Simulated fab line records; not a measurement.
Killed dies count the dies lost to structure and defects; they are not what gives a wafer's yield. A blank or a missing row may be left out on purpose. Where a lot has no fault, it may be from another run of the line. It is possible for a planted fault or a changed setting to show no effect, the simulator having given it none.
Which tool is to blame?    flow n5_finfet    Sampling: 11 lots, 33 wafers, 3 of 1938 route steps

== WHAT THE GAUGES SHOWED, per wafer ==
N5_BEOL_M7_INSPECT_58: inspects for defects (darkfield).
lot   measured      on                 raw_defect_count
L128  day 9 23:26   defect_inspect-02  66 41 47
L130  day 10 07:56  defect_inspect-02  44 45 54
L132  day 10 20:03  defect_inspect-01  56 82 81
L134  day 11 04:04  defect_inspect-01  71 111 83
L136  day 11 14:47  defect_inspect-01  52 52 59
L137  day 12 02:49  defect_inspect-01  88 59 49
L138  day 12 07:31  defect_inspect-02  97 76 47
L145  day 13 17:02  defect_inspect-02  78 104 66
L144  day 13 22:49  defect_inspect-01  1060 1035 1057
L147  day 14 06:25  defect_inspect-02  1020 1052 1038
L149  day 15 11:02  defect_inspect-01  62 87 90

== EACH LOT AND THE TOOL THAT RAN IT (in order: tool; ch and the chambers of the sampled wafers; start) ==
lot   N5_BEOL_M7_ANNEAL_51              N5_BEOL_M7_DEP_56
L128  rtp_anneal-02 ch 0, day 9 22:41   pecvd-02 ch 0,1,2, day 9 23:21
L130  rtp_anneal-02 ch 0, day 10 07:14  pecvd-01 ch 0,1, day 10 07:50
L132  rtp_anneal-01 ch 0, day 10 19:24  pecvd-03 ch 0,2, day 10 19:58
L134  rtp_anneal-02 ch 0, day 11 03:22  pecvd-02 ch 0,2, day 11 03:59
L136  rtp_anneal-02 ch 0, day 11 13:58  pecvd-03 ch 0,1,2, day 11 14:41
L137  rtp_anneal-02 ch 0, day 12 02:01  pecvd-01 ch 0,1,2, day 12 02:43
L138  rtp_anneal-02 ch 0, day 12 06:46  pecvd-03 ch 0, day 12 07:24
L145  rtp_anneal-02 ch 0, day 13 16:17  pecvd-01 ch 0,1, day 13 16:56
L144  rtp_anneal-02 ch 0, day 13 22:04  pecvd-01 ch 0,2, day 13 22:43
L147  rtp_anneal-02 ch 0, day 14 05:46  pecvd-01 ch 1,2, day 14 06:20
L149  rtp_anneal-02 ch 0, day 15 10:17  pecvd-03 ch 0,2, day 15 10:56
- N5_BEOL_M7_ANNEAL_51: time 90 s.
- N5_BEOL_M7_DEP_56: deposits SiCN from 3MS/NH3, target thk 10 nm, time 17.5 s.

== THE ANSWER, worked out from the rows above alone ==
Rule: what is usual is taken from the lots themselves. Put in order of their means at a reading, lots are off if they are a third of the lots or fewer, leave a main group of 4 or more, and stand apart from it by a gap of 3 or more times the standard deviation of the main group's means; of several such gaps the widest counts. A main group is skipped when, at the precision printed for the reading in the tables above, its means are all equal. Also off: a lot with no number at a reading for which 4 or more lots have one. The other lots that the step has rows for count as sound.
Off: L144, L147, at N5_BEOL_M7_INSPECT_58 (raw_defect_count). For the main group the mean is 68 and the standard deviation 14.
If a tool, at a process step before that reading, ran all the lots that are off and no sound lot after the first of them, it fits. Those tools and the gauges at N5_BEOL_M7_INSPECT_58 are tried in the same way. One fits: N5_BEOL_M7_DEP_56 on pecvd-01. A fault onset in the window from L145 (day 13 16:56, its last sound lot) to L144 (day 13 22:43, its first lot off) fits.

== WHAT THE SIMULATOR HAD INSERTED ==
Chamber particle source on pecvd-01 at N5_BEOL_M7_DEP_56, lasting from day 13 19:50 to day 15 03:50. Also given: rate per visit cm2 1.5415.
Lots struck among those shown: L144, L147. This agrees with what the rule above found.
